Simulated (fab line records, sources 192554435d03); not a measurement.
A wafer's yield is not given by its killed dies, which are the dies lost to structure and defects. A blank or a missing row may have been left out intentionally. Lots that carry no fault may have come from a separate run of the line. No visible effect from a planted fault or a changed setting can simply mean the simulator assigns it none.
Problem report, 8D (eight disciplines) form, completed by code -- flow n5_finfet -- the parts of the form that need people (team, actions taken, sign-off) are left out

1. PROBLEM STATEMENT
VT_N_LONG at N5_BEOL_M4_RC_MEAS_101 reads a mean of 357.3 mV on 1 wafer of 1 lot; wafers without a fault read 274.8 mV with a standard deviation of 1.6. Relative to the usual mean, that is a shift of +52 standard deviations.
First seen on wafer L213.4, day 11 17:46, on prober-01. The record has a number at this step for 24 wafers belonging to 8 lots. Rule for "out" (also "out of limits"): further than 4 standard deviations from the usual mean. All remaining wafers that have a number are taken as sound.

2. WHAT THIS IS AND IS NOT
question,is,is not
which readings at this step,"VT_N_LONG, IOFF_N, IOFF_N_85C, IOFF_N_LIN, IOFF_N_LONG, IOFF_P, IOFF_P_85C, IOFF_P_LIN, IOFF_P_LONG, ION_N, ION_P, VT_N, VT_N_LVT, VT_P, VT_P_LONG, VT_P_LVT","DIBL_N, DIBL_P, SS_P"
which lots,L213,"L202, L203, L218, L220, L223, L224, L225"
which wafers of those lots,L213.4,"L213.1, L213.6"
read on which gauges,prober-01,prober-02
when,from day 11 17:46,"up to then (8 sound wafers); but 15 sound wafers of L218, L220, L223, L224, L225 came after"

3. SUSPECTS, AND WHAT RULES EACH OUT
Counting: if a tool at a process step up to the reading ran every lot that is out, it stays a suspect. Sound lots after the first of them don't rule it out here, since some wafers of a struck lot are sound.
- the gauge at N5_BEOL_M4_RC_MEAS_101: kept. All the wafers that are out were read on prober-01, and no step on other tools shows them out.
- rie_diel-04 at N5_HKMG_FIN_ETCH_32 (etches SOC in N2/H2, target depth 240 nm, time 300 s): kept. The lot that is out, L213, ran on it at day 7 00:53; the last sound lot it ran before that was L202, at day 4 00:52.
- ald_metal-03 at N5_HKMG_FIN_NWFM_ALD_20 (deposits TiAlC, target thk 2 nm, pulse time 3 s, purge time 2 s): kept. The lot that is out, L213, ran on it at day 7 02:44; the last sound lot it ran before that was L202, at day 4 02:58.
- ald_metal-04 at N5_HKMG_FIN_ALD_21 (deposits TiN, target thk 1.5 nm, pulse time 1 s, purge time 3 s): kept. The lot that is out, L213, ran on it at day 7 03:55; the last sound lot it ran before that was L202, at day 4 04:11.
- In ald_metal-03 at N5_HKMG_FIN_NWFM_ALD_20, the wafers that are out were processed in chamber 1 and their sound lot-mates in chambers 0, 3.
Left after counting: rie_diel-04 at N5_HKMG_FIN_ETCH_32, ald_metal-03 at N5_HKMG_FIN_NWFM_ALD_20, ald_metal-04 at N5_HKMG_FIN_ALD_21, prober-01 at N5_BEOL_M4_RC_MEAS_101.

4. THE CAUSE (what the simulator had put in)
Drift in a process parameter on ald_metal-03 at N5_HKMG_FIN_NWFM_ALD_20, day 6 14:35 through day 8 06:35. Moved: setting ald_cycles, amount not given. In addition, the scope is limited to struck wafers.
Of the 4 suspects that counting leaves, this tool is one.

5. THE CHAIN OF EFFECTS, in route order
Each row: a reading where the mean over the struck wafers with a number is more than 3 standard deviations away from the usual. Only readings whose record carries a usual standard deviation are examined. hours: median over the lots of the time between each lot's start at the first step of this table that gives one and its start at this step. sigmas: the change, counted in usual standard deviations.
hours,step,reading,usual,on struck wafers,change,sigmas
0,N5_BEOL_M4_RC_MEAS_101,IOFF_N,0.163 nA/um,0.007,-0.156,-6.0
0,N5_BEOL_M4_RC_MEAS_101,IOFF_N_85C,3.2 nA/um,0.2,-3.0,-7.1
0,N5_BEOL_M4_RC_MEAS_101,IOFF_N_LIN,0.075 nA/um,0.004,-0.071,-7.2
0,N5_BEOL_M4_RC_MEAS_101,IOFF_N_LONG,5.56e-05 nA/um,2.38e-05,-3.18e-05,-15
0,N5_BEOL_M4_RC_MEAS_101,IOFF_P,0.22 nA/um,0.43,+0.21,+6.4
0,N5_BEOL_M4_RC_MEAS_101,IOFF_P_85C,3.7 nA/um,6.6,+2.9,+6.0
0,N5_BEOL_M4_RC_MEAS_101,IOFF_P_LIN,0.102 nA/um,0.210,+0.108,+8.3
0,N5_BEOL_M4_RC_MEAS_101,IOFF_P_LONG,0.000106 nA/um,0.000233,+0.000127,+15
0,N5_BEOL_M4_RC_MEAS_101,ION_N,676 uA/um,487,-189,-19
0,N5_BEOL_M4_RC_MEAS_101,ION_P,464 uA/um,500,+36,+5.5
0,N5_BEOL_M4_RC_MEAS_101,VT_N,249.3 mV,330.3,+81.0,+28
0,N5_BEOL_M4_RC_MEAS_101,VT_N_LONG,274.8 mV,357.3,+82.5,+52
0,N5_BEOL_M4_RC_MEAS_101,VT_N_LVT,98.2 mV,180.8,+82.6,+30
0,N5_BEOL_M4_RC_MEAS_101,VT_P,-250 mV,-227,+23,+7.2
0,N5_BEOL_M4_RC_MEAS_101,VT_P_LONG,-275.0 mV,-244.3,+30.7,+10
0,N5_BEOL_M4_RC_MEAS_101,VT_P_LVT,-98.5 mV,-75.3,+23.2,+7.7
109,N5_PASSIVATION_PROBE_49,sort_n_pass,1077,0,-1077,-63
109,N5_PASSIVATION_PROBE_49,sort_yield_pct,91.2 %,0.0,-91.2,-61
It contains these process steps:
- N5_PASSIVATION_PROBE_49

6. HOW IT WOULD HAVE BEEN CAUGHT EARLIER
123 hours passed between the start of the fault at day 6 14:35 and the first reading out of limits at a measuring or inspecting step in this record, taken at day 11 17:46.
An alarm limit of 4 standard deviations would not have fired on the tool readings at N5_HKMG_FIN_NWFM_ALD_20 for which the record gives a usual standard deviation, since none of them was out on any struck wafer.
The start of N5_HKMG_FIN_NWFM_ALD_20 on ald_metal-03 came by day 11 17:46 for every one of the lots that are out (1). Had the tool been put on hold then, not one of them would have been saved.
